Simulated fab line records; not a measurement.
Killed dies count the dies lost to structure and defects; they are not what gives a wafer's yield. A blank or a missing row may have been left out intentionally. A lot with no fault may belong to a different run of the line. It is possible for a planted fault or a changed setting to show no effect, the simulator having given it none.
Which tool did it?    flow nand-harc    Sampling: 14 lots, 41 wafers, 5 of 1302 route steps

## WHAT EACH GAUGE READ, for each wafer
NHARC_P_BONDPAD_INSPECT_23.
lot   measured      on                 raw-defect-count
L829  day 7 08:27   defect-inspect-01  161 258 181
L830  day 7 08:54   defect-inspect-01  644 523 396
L831  day 8 00:56   defect-inspect-01  285 249 223
L832  day 8 05:39   defect-inspect-02  512 648 454
L833  day 8 17:13   defect-inspect-02  144 432 348
L835  day 9 12:59   defect-inspect-02  184 243 177
L838  day 10 21:14  defect-inspect-02  258 433 701
L842  day 12 15:49  defect-inspect-02  367 179
L844  day 13 13:07  defect-inspect-01  357 339 292
L845  day 13 21:29  defect-inspect-02  438 539 438
L847  day 14 11:24  defect-inspect-02  415 364 291
L849  day 15 18:12  defect-inspect-02  777 449 515
L850  day 15 21:38  defect-inspect-02  553 288 307
L851  day 16 04:28  defect-inspect-01  805 376 563

NHARC_A_ONON_D1_THK_MEAS_05: measures by ellipsometry.
lot   measured      on             thk-nm (nm)
L829  day 8 08:20   film-metro-01  986 988 986
L830  day 8 08:21   film-metro-01  991 990 990
L831  day 9 00:30   film-metro-01  1012 1014 1013
L832  day 9 05:58   film-metro-02  1000 1002 1002
L833  day 9 19:07   film-metro-02  992 993 993
L835  day 10 15:46  film-metro-01  1003 1003 1004
L838  day 11 22:52  film-metro-01  993 993 994
L842  day 13 16:52  film-metro-02  1014 1579
L844  day 14 16:15  film-metro-01  996 994 1561
L845  day 14 22:08  film-metro-02  1568 1569 1002
L847  day 15 12:01  film-metro-02  999 999 1001
L849  day 16 20:04  film-metro-01  1008 1006 1007
L850  day 16 19:57  film-metro-01  1000 1000 1001
L851  day 17 04:36  film-metro-01  1007 1008 1008

NHARC_END_SORT_01.
lot   measured      on         killed-at-array  killed-at-other  killed-at-periphery  killed-dies  killed-open  killed-short
L829  day 24 11:13  prober-01  80 72 72         0 1 0            1 2 1                81 75 73     0 3 4        2 3 3
L830  day 25 01:46  prober-02  44 57 52         0 0 1            6 3 3                50 60 56     5 4 6        0 1 4
L831  day 25 13:47  prober-02  84 74 91         0 0 0            4 3 4                88 77 95     3 2 10       1 2 2
L832  day 25 14:33  prober-01  108 103 101      0 0 0            3 1 0                111 104 101  3 1 0        4 3 1
L833  day 26 06:21  prober-01  103 92 83        2 0 3            5 10 8               110 102 94   2 3 0        3 2 0
L835  day 26 23:11  prober-01  100 117 118      0 0 3            6 1 3                106 118 124  6 5 6        4 0 6
L838  day 28 11:41  prober-02  22 28 22         0 0 0            4 2 4                26 30 26     6 5 6        2 2 1
L842  day 30 03:14  prober-02  61 672           0 0              5 5                  66 677       2 3          3 1
L844  day 31 19:34  prober-02  56 62 674        2 4 0            1 4 3                59 70 677    1 2 2        2 2 1
L845  day 32 08:10  prober-02  673 673 50       0 0 0            4 4 5                677 677 55   6 1 2        1 4 5
L847  day 33 04:20  prober-02  90 97 89         1 0 1            5 1 0                96 98 90     4 3 2        4 2 4
L849  day 34 16:57  prober-01  40 51 40         0 0 0            3 7 5                43 58 45     1 6 1        1 1 2
L850  day 33 13:41  prober-01  61 67 63         0 2 1            1 1 5                62 70 69     3 3 3        1 4 3
L851  day 33 23:48  prober-02  34 33 39         4 1 0            5 2 4                43 36 43     2 3 3        2 1 2

## TOOL THAT RAN EACH LOT (tool first, then ch and the chambers of the sampled wafers, then the start)
lot   NHARC_A_ZERO_WELL_DESCUM_12         NHARC_A_ONON_D1_DEP_03
L829  rie-diel-06 ch 0,1,3, day 7 09:54   pecvd-onon-02 ch 0, day 8 07:50
L830  rie-diel-06 ch 2,3, day 7 10:14     pecvd-onon-04 ch 0, day 8 07:57
L831  rie-diel-06 ch 0,1,3, day 8 02:17   pecvd-onon-04 ch 0, day 8 23:59
L832  rie-diel-02 ch 0,1,3, day 8 07:01   pecvd-onon-01 ch 0, day 9 05:30
L833  rie-diel-06 ch 0,1,2, day 8 18:41   pecvd-onon-04 ch 0, day 9 18:40
L835  rie-diel-06 ch 1,2,3, day 9 14:29   pecvd-onon-04 ch 0, day 10 15:16
L838  rie-diel-02 ch 0,1, day 10 22:41    pecvd-onon-02 ch 0, day 11 22:24
L842  rie-diel-02 ch 2,3, day 12 17:17    pecvd-onon-04 ch 0, day 13 16:22
L844  rie-diel-13 ch 1,3, day 13 14:35    pecvd-onon-04 ch 0, day 14 15:44
L845  rie-diel-02 ch 0,3, day 13 22:57    pecvd-onon-04 ch 0, day 14 21:49
L847  rie-diel-06 ch 0,2,3, day 14 12:46  pecvd-onon-02 ch 0, day 15 11:34
L849  rie-diel-06 ch 0,1,3, day 15 19:40  pecvd-onon-02 ch 0, day 16 19:34
L850  rie-diel-06 ch 1,2,3, day 15 23:08  pecvd-onon-01 ch 0, day 16 19:27
L851  rie-diel-06 ch 0,2,3, day 16 05:47  pecvd-onon-01 ch 0, day 17 04:09
- NHARC_A_ZERO_WELL_DESCUM_12: chemistry O2, time 3 s.
- NHARC_A_ONON_D1_DEP_03: target thk 1000 nm.

## AS READ BY THE TOOLS THEMSELVES (means over the sampled wafers that have a number; for cases with no such wafer, the mark the record gives instead)
NHARC_A_ZERO_WELL_DESCUM_12.
lot   tool         chamber-pressure-mTorr (mTorr)  drypump-motor-current-A (A)  oes-product-au (a.u.)  rf-vpp-V (V)  showerhead-plenum-p-Torr (Torr)  throttle-valve-pct (%)
L829  rie-diel-06  60.05                           5.6                          1.015                  57.1          1.89                             11.309
L830  rie-diel-06  60.02                           5.4                          1.012                  57.6          1.86                             11.323
L831  rie-diel-06  59.97                           5.6                          1.006                  57.1          1.89                             11.314
L832  rie-diel-02  60.04                           5.4                          1.000                  58.3          1.98                             11.315
L833  rie-diel-06  59.95                           6.0                          1.005                  57.6          1.91                             11.303
L835  rie-diel-06  60.00                           5.7                          1.017                  58.1          1.90                             11.308
L838  rie-diel-02  60.00                           5.4                          1.010                  58.0          1.97                             11.311
L842  rie-diel-02  59.97                           5.7                          0.990                  57.7          1.93                             11.320
L844  rie-diel-13  59.96                           6.1                          0.992                  57.3          1.78                             11.299
L845  rie-diel-02  59.97                           5.5                          0.988                  58.2          1.99                             11.316
L847  rie-diel-06  59.97                           5.7                          1.003                  58.1          1.87                             11.320
L849  rie-diel-06  59.99                           5.6                          1.009                  57.6          1.89                             11.317
L850  rie-diel-06  60.00                           5.7                          1.011                  57.2          1.90                             11.308
L851  rie-diel-06  60.01                           5.7                          1.011                  58.5          1.87                             11.311

## THE ANSWER, worked out from the rows above alone
Rule: the usual values come from the lots themselves. Put in order of their means at a reading, lots are off if they are a third of the lots or fewer, leave a main group of 4 or more, and stand apart from it by a gap of 3 or more times the standard deviation of the main group's means; of several such gaps the widest counts. A main group whose means are all the same, to the digits that the tables above print for the reading, isn't used. A lot without any number at a reading at which 4 lots or more have one is off too. Any other lot the step has rows for is counted as sound. The gauges are gone through in route order, then the tools' own readings, and for those a lot's mean is taken as printed above. At the first step where some lot is off, the reading lying furthest off is the one used; lots without a number count as furthest.
Off, at NHARC_A_ONON_D1_THK_MEAS_05 on thk-nm: L842, L844, L845. Main group: mean 1000 nm, sd 7.7.
A tool fits if, at a process step before that reading, it ran every lot that is off, and no sound lot after the first of them. Not tried: the gauges at NHARC_A_ONON_D1_THK_MEAS_05; whatever is off there is also off at NHARC_END_SORT_01, on other tools, and gauge error can't account for it. One fits: pecvd-onon-04 at NHARC_A_ONON_D1_DEP_03. Its last sound lot is L835 (day 10 15:16), its first lot that is off L842 (day 13 16:22): a fault that began between those two fits.

## WHAT WAS PUT IN BY THE SIMULATOR
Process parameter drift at NHARC_A_ONON_D1_DEP_03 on pecvd-onon-04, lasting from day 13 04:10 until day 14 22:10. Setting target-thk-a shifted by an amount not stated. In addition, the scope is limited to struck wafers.
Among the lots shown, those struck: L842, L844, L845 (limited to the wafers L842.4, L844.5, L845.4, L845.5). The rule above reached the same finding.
